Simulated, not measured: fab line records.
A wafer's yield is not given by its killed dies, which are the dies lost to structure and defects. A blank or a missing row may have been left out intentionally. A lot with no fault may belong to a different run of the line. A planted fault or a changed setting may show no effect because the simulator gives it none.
Chamber matching / flow n5_finfet / N5_BEOL_M1_PRE_CLEAN_60 on cvd_co-02 has 3 sister chambers
The step time 15 s. 14 wafers are shown with their chamber, then 6 later ones without.

WAFERS, EACH WITH ITS CHAMBER
wafer=L871.4; chamber=2; heater_power_w (W)=115; rf_fwd_power_W (W)=296.0
wafer=L871.5; chamber=0; heater_power_w (W)=100; rf_fwd_power_W (W)=298.5
wafer=L871.6; chamber=2; heater_power_w (W)=119; rf_fwd_power_W (W)=297.4
wafer=L876.3; chamber=2; heater_power_w (W)=117; rf_fwd_power_W (W)=296.3
wafer=L876.4; chamber=2; heater_power_w (W)=119; rf_fwd_power_W (W)=296.5
wafer=L876.6; chamber=0; heater_power_w (W)=101; rf_fwd_power_W (W)=296.4
wafer=L877.1; chamber=2; heater_power_w (W)=119; rf_fwd_power_W (W)=294.6
wafer=L877.4; chamber=2; heater_power_w (W)=114; rf_fwd_power_W (W)=295.0
wafer=L877.5; chamber=0; heater_power_w (W)=99; rf_fwd_power_W (W)=296.8
wafer=L878.1; chamber=2; heater_power_w (W)=119; rf_fwd_power_W (W)=296.3
wafer=L878.3; chamber=0; heater_power_w (W)=101; rf_fwd_power_W (W)=297.0
wafer=L878.5; chamber=1; heater_power_w (W)=88; rf_fwd_power_W (W)=295.8
wafer=L881.1; chamber=0; heater_power_w (W)=103; rf_fwd_power_W (W)=297.2
wafer=L881.3; chamber=1; heater_power_w (W)=90; rf_fwd_power_W (W)=295.4

SIGNATURES (means of the wafers above)
reading=heater_power_w; chamber 0=100.80; chamber 1=89.00; chamber 2=117.43; scatter within a chamber=1.87
reading=rf_fwd_power_W; chamber 0=297.180; chamber 1=295.600; chamber 2=296.014; scatter within a chamber=0.85
Rule: distance of a wafer from a chamber = root of the sum over the readings of ((wafer's reading minus chamber's mean) / reading's scatter) squared. If the next closest chamber is less than 2 further off than the closest, the wafer can't be placed; otherwise it belongs to the closest. The scatter: take each reading less its chamber's mean, square it, sum over the shown wafers, divide by the number of wafers less the number of chambers, and take the root.

WAFERS WHOSE CHAMBER IS MISSING
wafer=L881.6; heater_power_w (W)=89; rf_fwd_power_W (W)=293.6
wafer=L891.1; heater_power_w (W)=105; rf_fwd_power_W (W)=296.1
wafer=L891.2; heater_power_w (W)=119; rf_fwd_power_W (W)=294.9
wafer=L891.6; heater_power_w (W)=119; rf_fwd_power_W (W)=296.0
wafer=L892.1; heater_power_w (W)=87; rf_fwd_power_W (W)=295.2
wafer=L892.3; heater_power_w (W)=120; rf_fwd_power_W (W)=296.3

THE CHAMBER EACH PASSED THROUGH
wafer=L881.6; from the rows above=1; in truth=1
wafer=L891.1; from the rows above=0; in truth=0
wafer=L891.2; from the rows above=2; in truth=2
wafer=L891.6; from the rows above=2; in truth=2
wafer=L892.1; from the rows above=1; in truth=1
wafer=L892.3; from the rows above=2; in truth=2
6 of 6 placed correctly. Not placeable from these rows: 0. 0 placed wrongly.
